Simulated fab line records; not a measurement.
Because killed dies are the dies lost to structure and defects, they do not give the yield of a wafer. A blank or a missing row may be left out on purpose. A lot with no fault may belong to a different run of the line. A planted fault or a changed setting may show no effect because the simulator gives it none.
Which of the tools did it? :: flow n5_finfet :: 10 lots with 30 wafers sampled at 7 steps, on a route of 1938 steps

== WHAT THE GAUGES READ, wafer by wafer ==
N5_DUMMY_GATE_THK_MEAS_05.
lot: L512
measured: day 2 23:56
on: film_metro-01
thk_nm (nm): 73.4 71.6 71.3

lot: L513
measured: day 3 06:28
on: film_metro-02
thk_nm (nm): 73.8 72.0 71.7

lot: L514
measured: day 3 13:03
on: film_metro-02
thk_nm (nm): 73.0 72.2 73.3

lot: L518
measured: day 4 10:19
on: film_metro-01
thk_nm (nm): 70.7 73.4 71.8

lot: L519
measured: day 4 19:33
on: film_metro-01
thk_nm (nm): 72.2 72.4 73.0

lot: L522
measured: day 5 15:17
on: film_metro-02
thk_nm (nm): 99.3 70.6 70.5

lot: L523
measured: day 5 20:38
on: film_metro-02
thk_nm (nm): 100.1 71.6 71.1

lot: L529
measured: day 7 06:10
on: film_metro-01
thk_nm (nm): 71.3 72.0 73.0

lot: L531
measured: day 7 18:26
on: film_metro-02
thk_nm (nm): 71.1 73.3 74.8

lot: L532
measured: day 7 22:49
on: film_metro-01
thk_nm (nm): 71.2 70.3 71.6

N5_DUMMY_GATE_INSPECT_17: inspects for defects (brightfield).
lot: L512
measured: day 3 04:19
on: defect_inspect-01
raw_defect_count: 235 168 215

lot: L513
measured: day 3 10:59
on: defect_inspect-02
raw_defect_count: 162 222 264

lot: L514
measured: day 3 17:28
on: defect_inspect-01
raw_defect_count: 175 143 193

lot: L518
measured: day 4 14:43
on: defect_inspect-02
raw_defect_count: 103 169 169

lot: L519
measured: day 4 23:56
on: defect_inspect-01
raw_defect_count: 201 195 137

lot: L522
measured: day 5 19:48
on: defect_inspect-01
raw_defect_count: 192 110 165

lot: L523
measured: day 6 01:09
on: defect_inspect-01
raw_defect_count: 192 182 223

lot: L529
measured: day 7 10:33
on: defect_inspect-02
raw_defect_count: 170 190 165

lot: L531
measured: day 7 23:00
on: defect_inspect-02
raw_defect_count: 218 242 173

lot: L532
measured: day 8 03:20
on: defect_inspect-02
raw_defect_count: 299 236 240

N5_SDB_THK_MEAS_31.
lot: L512
measured: day 4 05:33
on: film_metro-02
SDB_THK (nm): 65.5 63.9 63.5

lot: L513
measured: day 4 11:40
on: film_metro-01
SDB_THK (nm): 66.0 64.3 64.0

lot: L514
measured: day 4 15:58
on: film_metro-02
SDB_THK (nm): 65.2 64.4 65.5

lot: L518
measured: day 5 14:45
on: film_metro-01
SDB_THK (nm): 62.9 65.5 64.0

lot: L519
measured: day 6 00:19
on: film_metro-02
SDB_THK (nm): 64.5 64.6 65.2

lot: L522
measured: day 6 18:28
on: film_metro-02
SDB_THK (nm): 91.5 62.8 62.8

lot: L523
measured: day 7 01:11
on: film_metro-01
SDB_THK (nm): 92.3 63.8 63.3

lot: L529
measured: day 8 09:46
on: film_metro-01
SDB_THK (nm): 63.5 64.3 65.2

lot: L531
measured: day 8 22:46
on: film_metro-01
SDB_THK (nm): 63.4 65.5 67.0

lot: L532
measured: day 9 02:23
on: film_metro-01
SDB_THK (nm): 63.4 62.7 63.9

== WHAT TOOL EACH LOT RAN ON (gives the tool, then ch and the chambers of the sampled wafers, and finally the start) ==
lot: L512
N5_STI_FIN_REVEAL_DENSIFY_30: rtp_anneal-02 ch 0, day 2 16:17
N5_STI_FIN_REVEAL_ETCHBACK_08: rie_diel-03 ch 0,2,3, day 2 16:40
N5_DUMMY_GATE_CMP_04: cmp-02 ch 0,2,3, day 2 23:46
N5_DUMMY_GATE_ETCH_44: rie_si-05 ch 0,1,3, day 3 05:07

lot: L513
N5_STI_FIN_REVEAL_DENSIFY_30: rtp_anneal-02 ch 0, day 2 23:03
N5_STI_FIN_REVEAL_ETCHBACK_08: rie_diel-05 ch 0,3, day 2 23:14
N5_DUMMY_GATE_CMP_04: cmp-02 ch 0,1,3, day 3 06:13
N5_DUMMY_GATE_ETCH_44: rie_si-05 ch 1,2,3, day 3 11:47

lot: L514
N5_STI_FIN_REVEAL_DENSIFY_30: rtp_anneal-01 ch 0, day 3 05:26
N5_STI_FIN_REVEAL_ETCHBACK_08: rie_diel-03 ch 1,2, day 3 05:37
N5_DUMMY_GATE_CMP_04: cmp-04 ch 0,1,3, day 3 12:50
N5_DUMMY_GATE_ETCH_44: rie_si-06 ch 0,1,3, day 3 18:35

lot: L518
N5_STI_FIN_REVEAL_DENSIFY_30: rtp_anneal-01 ch 0, day 4 02:51
N5_STI_FIN_REVEAL_ETCHBACK_08: rie_diel-01 ch 0,1,3, day 4 03:02
N5_DUMMY_GATE_CMP_04: cmp-02 ch 0,2, day 4 10:04
N5_DUMMY_GATE_ETCH_44: rie_si-05 ch 0,1, day 4 15:45

lot: L519
N5_STI_FIN_REVEAL_DENSIFY_30: rtp_anneal-02 ch 0, day 4 11:53
N5_STI_FIN_REVEAL_ETCHBACK_08: rie_diel-05 ch 2,3, day 4 12:07
N5_DUMMY_GATE_CMP_04: cmp-01 ch 0,1,3, day 4 19:19
N5_DUMMY_GATE_ETCH_44: rie_si-06 ch 0,1,2, day 5 00:55

lot: L522
N5_STI_FIN_REVEAL_DENSIFY_30: rtp_anneal-02 ch 0, day 5 07:43
N5_STI_FIN_REVEAL_ETCHBACK_08: rie_diel-01 ch 1,3, day 5 07:55
N5_DUMMY_GATE_CMP_04: cmp-02 ch 0,1,3, day 5 15:07
N5_DUMMY_GATE_ETCH_44: rie_si-06 ch 0,1,2, day 5 20:35

lot: L523
N5_STI_FIN_REVEAL_DENSIFY_30: rtp_anneal-01 ch 0, day 5 13:05
N5_STI_FIN_REVEAL_ETCHBACK_08: rie_diel-01 ch 1,2,3, day 5 13:20
N5_DUMMY_GATE_CMP_04: cmp-02 ch 0,1, day 5 20:23
N5_DUMMY_GATE_ETCH_44: rie_si-06 ch 0,1,2, day 6 01:56

lot: L529
N5_STI_FIN_REVEAL_DENSIFY_30: rtp_anneal-02 ch 0, day 6 22:44
N5_STI_FIN_REVEAL_ETCHBACK_08: rie_diel-03 ch 2,3, day 6 22:55
N5_DUMMY_GATE_CMP_04: cmp-04 ch 1,3, day 7 05:55
N5_DUMMY_GATE_ETCH_44: rie_si-05 ch 0,2, day 7 11:40

lot: L531
N5_STI_FIN_REVEAL_DENSIFY_30: rtp_anneal-01 ch 0, day 7 10:00
N5_STI_FIN_REVEAL_ETCHBACK_08: rie_diel-05 ch 0,2,3, day 7 10:10
N5_DUMMY_GATE_CMP_04: cmp-01 ch 1,3, day 7 18:11
N5_DUMMY_GATE_ETCH_44: rie_si-05 ch 1,2,3, day 7 23:57

lot: L532
N5_STI_FIN_REVEAL_DENSIFY_30: rtp_anneal-02 ch 0, day 7 14:56
N5_STI_FIN_REVEAL_ETCHBACK_08: rie_diel-05 ch 0,2,3, day 7 15:09
N5_DUMMY_GATE_CMP_04: cmp-01 ch 0,2,3, day 7 22:34
N5_DUMMY_GATE_ETCH_44: rie_si-05 ch 0,1,2, day 8 04:17
- N5_STI_FIN_REVEAL_DENSIFY_30
- N5_STI_FIN_REVEAL_ETCHBACK_08: etches SiO2 in C4F6/O2, target depth 30.5 nm, time 10.167 s.
- N5_DUMMY_GATE_CMP_04: polishes a-Si.
- N5_DUMMY_GATE_ETCH_44: etches poly-Si in HBr/O2, stops on SiO2, target depth 127.5 nm.

== WHAT THE TOOLS THEMSELVES READ (means of the sampled wafers that have a number; where no wafer has one, the mark that the record gives instead) ==
N5_STI_FIN_REVEAL_DENSIFY_30.
lot: L512
tool: rtp_anneal-02
lamp_power_pct (%): 11.52

lot: L513
tool: rtp_anneal-02
lamp_power_pct (%): 11.55

lot: L514
tool: rtp_anneal-01
lamp_power_pct (%): 11.49

lot: L518
tool: rtp_anneal-01
lamp_power_pct (%): 11.55

lot: L519
tool: rtp_anneal-02
lamp_power_pct (%): 11.54

lot: L522
tool: rtp_anneal-02
lamp_power_pct (%): 11.55

lot: L523
tool: rtp_anneal-01
lamp_power_pct (%): 11.47

lot: L529
tool: rtp_anneal-02
lamp_power_pct (%): 11.53

lot: L531
tool: rtp_anneal-01
lamp_power_pct (%): 11.43

lot: L532
tool: rtp_anneal-02
lamp_power_pct (%): 11.54

N5_STI_FIN_REVEAL_ETCHBACK_08.
lot: L512
tool: rie_diel-03
drypump_motor_current_A (A): 5.9
oes_product_au (a.u.): 0.72
rf_vpp_V (V): 678
showerhead_plenum_p_Torr (Torr): 2.75
throttle_valve_pct (%): 21.06

lot: L513
tool: rie_diel-05
drypump_motor_current_A (A): 5.5
oes_product_au (a.u.): 0.80
rf_vpp_V (V): 662
showerhead_plenum_p_Torr (Torr): 2.75
throttle_valve_pct (%): 21.39

lot: L514
tool: rie_diel-03
drypump_motor_current_A (A): 5.6
oes_product_au (a.u.): 0.89
rf_vpp_V (V): 682
showerhead_plenum_p_Torr (Torr): 2.93
throttle_valve_pct (%): 21.21

lot: L518
tool: rie_diel-01
drypump_motor_current_A (A): 6.0
oes_product_au (a.u.): 0.78
rf_vpp_V (V): 669
showerhead_plenum_p_Torr (Torr): 2.78
throttle_valve_pct (%): 21.43

lot: L519
tool: rie_diel-05
drypump_motor_current_A (A): 5.5
oes_product_au (a.u.): 0.78
rf_vpp_V (V): 678
showerhead_plenum_p_Torr (Torr): 2.96
throttle_valve_pct (%): 21.22

lot: L522
tool: rie_diel-01
drypump_motor_current_A (A): 6.0
oes_product_au (a.u.): 0.95
rf_vpp_V (V): 668
showerhead_plenum_p_Torr (Torr): 2.89
throttle_valve_pct (%): 21.15

lot: L523
tool: rie_diel-01
drypump_motor_current_A (A): 5.8
oes_product_au (a.u.): 0.87
rf_vpp_V (V): 677
showerhead_plenum_p_Torr (Torr): 2.88
throttle_valve_pct (%): 21.20

lot: L529
tool: rie_diel-03
drypump_motor_current_A (A): 5.9
oes_product_au (a.u.): 0.70
rf_vpp_V (V): 680
showerhead_plenum_p_Torr (Torr): 2.75
throttle_valve_pct (%): 21.23

lot: L531
tool: rie_diel-05
drypump_motor_current_A (A): 5.5
oes_product_au (a.u.): 0.78
rf_vpp_V (V): 670
showerhead_plenum_p_Torr (Torr): 2.85
throttle_valve_pct (%): 21.26

lot: L532
tool: rie_diel-05
drypump_motor_current_A (A): 5.5
oes_product_au (a.u.): 0.79
rf_vpp_V (V): 670
showerhead_plenum_p_Torr (Torr): 2.85
throttle_valve_pct (%): 21.28

N5_DUMMY_GATE_CMP_04.
lot: L512
tool: cmp-02
motor_current_A (A): 10.4
slurry_filter_dp_kPa (kPa): 13.48
time_to_endpoint_s (s): 13.8

lot: L513
tool: cmp-02
motor_current_A (A): 10.3
slurry_filter_dp_kPa (kPa): 13.49
time_to_endpoint_s (s): 13.9

lot: L514
tool: cmp-04
motor_current_A (A): 10.0
slurry_filter_dp_kPa (kPa): 13.44
time_to_endpoint_s (s): 13.7

lot: L518
tool: cmp-02
motor_current_A (A): 11.2
slurry_filter_dp_kPa (kPa): 13.63
time_to_endpoint_s (s): 12.1

lot: L519
tool: cmp-01
motor_current_A (A): 9.6
slurry_filter_dp_kPa (kPa): 13.49
time_to_endpoint_s (s): 12.1

lot: L522
tool: cmp-02
motor_current_A (A): 10.6
slurry_filter_dp_kPa (kPa): 13.58
time_to_endpoint_s (s): 13.2

lot: L523
tool: cmp-02
motor_current_A (A): 11.5
slurry_filter_dp_kPa (kPa): 13.41
time_to_endpoint_s (s): 13.0

lot: L529
tool: cmp-04
motor_current_A (A): 9.8
slurry_filter_dp_kPa (kPa): 13.43
time_to_endpoint_s (s): 12.8

lot: L531
tool: cmp-01
motor_current_A (A): 9.6
slurry_filter_dp_kPa (kPa): 13.49
time_to_endpoint_s (s): 16.7

lot: L532
tool: cmp-01
motor_current_A (A): 9.9
slurry_filter_dp_kPa (kPa): 13.66
time_to_endpoint_s (s): 13.1

N5_DUMMY_GATE_ETCH_44.
lot: L512
tool: rie_si-05
drypump_motor_current_A (A): 6.1
oes_product_au (a.u.): 0.724
throttle_valve_pct (%): 18.56

lot: L513
tool: rie_si-05
drypump_motor_current_A (A): 6.1
oes_product_au (a.u.): 0.724
throttle_valve_pct (%): 18.61

lot: L514
tool: rie_si-06
drypump_motor_current_A (A): 6.1
oes_product_au (a.u.): 0.727
throttle_valve_pct (%): 18.51

lot: L518
tool: rie_si-05
drypump_motor_current_A (A): 6.3
oes_product_au (a.u.): 0.714
throttle_valve_pct (%): 18.41

lot: L519
tool: rie_si-06
drypump_motor_current_A (A): 5.9
oes_product_au (a.u.): 0.734
throttle_valve_pct (%): 18.46

lot: L522
tool: rie_si-06
drypump_motor_current_A (A): 5.9
oes_product_au (a.u.): 0.768
throttle_valve_pct (%): 18.45

lot: L523
tool: rie_si-06
drypump_motor_current_A (A): 5.9
oes_product_au (a.u.): 0.773
throttle_valve_pct (%): 18.46

lot: L529
tool: rie_si-05
drypump_motor_current_A (A): 6.1
oes_product_au (a.u.): 0.730
throttle_valve_pct (%): 18.27

lot: L531
tool: rie_si-05
drypump_motor_current_A (A): 6.2
oes_product_au (a.u.): 0.730
throttle_valve_pct (%): 18.61

lot: L532
tool: rie_si-05
drypump_motor_current_A (A): 6.3
oes_product_au (a.u.): 0.717
throttle_valve_pct (%): 18.48

== THE ANSWER, worked out from the rows above alone ==
Rule: what is usual is taken from the lots themselves. The widest of any qualifying gaps counts: lots, ordered by their means at a reading, are off when they make up no more than a third of the lots, leave a main group of 4 or more, and stand apart from it by 3 or more times the standard deviation of that group's means. If all means in a main group match to the digits the tables above print for the reading, that group is not used. A lot without any number at a reading at which 4 lots or more have one is off too. Any other lot the step has rows for is counted as sound. After the gauges, taken in route order, come the tools' own readings; for these a lot's mean is taken, as printed above. At the first step where some lot is off, the reading lying furthest off is the one used; lots without a number count as furthest.
Off: L522, L523, at N5_DUMMY_GATE_THK_MEAS_05 (thk_nm). The main group has a mean of 72.3 nm with a standard deviation of 0.59.
A tool fits if, at a process step before that reading, it ran every lot that is off, and no sound lot after the first of them. Not tried: the gauges at N5_DUMMY_GATE_THK_MEAS_05; whatever is off there is also off at N5_DUMMY_GATE_ETCH_44, on other tools, and gauge error can't account for it. Can't be told from this: 2 tools fit, rie_diel-01 at N5_STI_FIN_REVEAL_ETCHBACK_08, cmp-02 at N5_DUMMY_GATE_CMP_04.

== WHAT THE SIMULATOR PUT IN ==
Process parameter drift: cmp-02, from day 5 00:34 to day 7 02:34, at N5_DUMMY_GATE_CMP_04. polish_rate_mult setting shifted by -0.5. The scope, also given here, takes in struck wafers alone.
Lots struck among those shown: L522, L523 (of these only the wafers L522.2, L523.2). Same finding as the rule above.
